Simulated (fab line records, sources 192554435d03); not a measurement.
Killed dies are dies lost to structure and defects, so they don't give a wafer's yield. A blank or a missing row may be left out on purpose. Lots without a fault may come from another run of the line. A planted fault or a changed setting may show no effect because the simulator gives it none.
Chamber matching | flow n5_finfet | N5_FIN_SAQP_FIN_ETCH_36 on rie_si-06: 4 sister chambers
The step etches the open film in HBr/Cl2/O2, target depth 120 nm, time 50.4 s. 4 wafers are shown with their chamber, then 10 later ones without.

WAFERS WITH THEIR CHAMBER
wafer  | chamber | throttle_valve_pct (%)
L084.3 | 0       | 35.69
L084.5 | 2       | 35.81
L087.2 | 3       | 36.14
L087.3 | 1       | 36.01

WAFERS WITHOUT THEIR CHAMBER
wafer  | throttle_valve_pct (%)
L087.5 | 35.81
L090.1 | 35.78
L090.3 | 35.71
L090.5 | 35.70
L092.3 | 36.00
L092.4 | 35.82
L092.6 | 35.80
L094.1 | 35.81
L094.5 | 35.70
L094.6 | 36.13

WHICH CHAMBER EACH WENT THROUGH
wafer  | from the rows above | in truth
L087.5 | 2                   | 2
L090.1 | 2                   | 2
L090.3 | 0                   | 0
L090.5 | 0                   | 0
L092.3 | 1                   | 1
L092.4 | 2                   | 2
L092.6 | 2                   | 2
L094.1 | 2                   | 2
L094.5 | 0                   | 0
L094.6 | 3                   | 3
Placed correctly: 10 of 10. Can't be placed from these rows: 0. Placed wrongly: 0.
How it was worked out, from the rows above alone: a wafer's distance from a chamber is the root of the sum, over the readings, of the square of ((its reading less the chamber's mean) divided by the reading's scatter). The wafer belongs to the nearest chamber; if the next one is less than 2 further off, it can't be placed. A chamber's mean is the mean of its shown wafers. The scatter: with one shown wafer a chamber, the root of the mean of the squares of how far each hidden wafer lies from its nearest shown one.
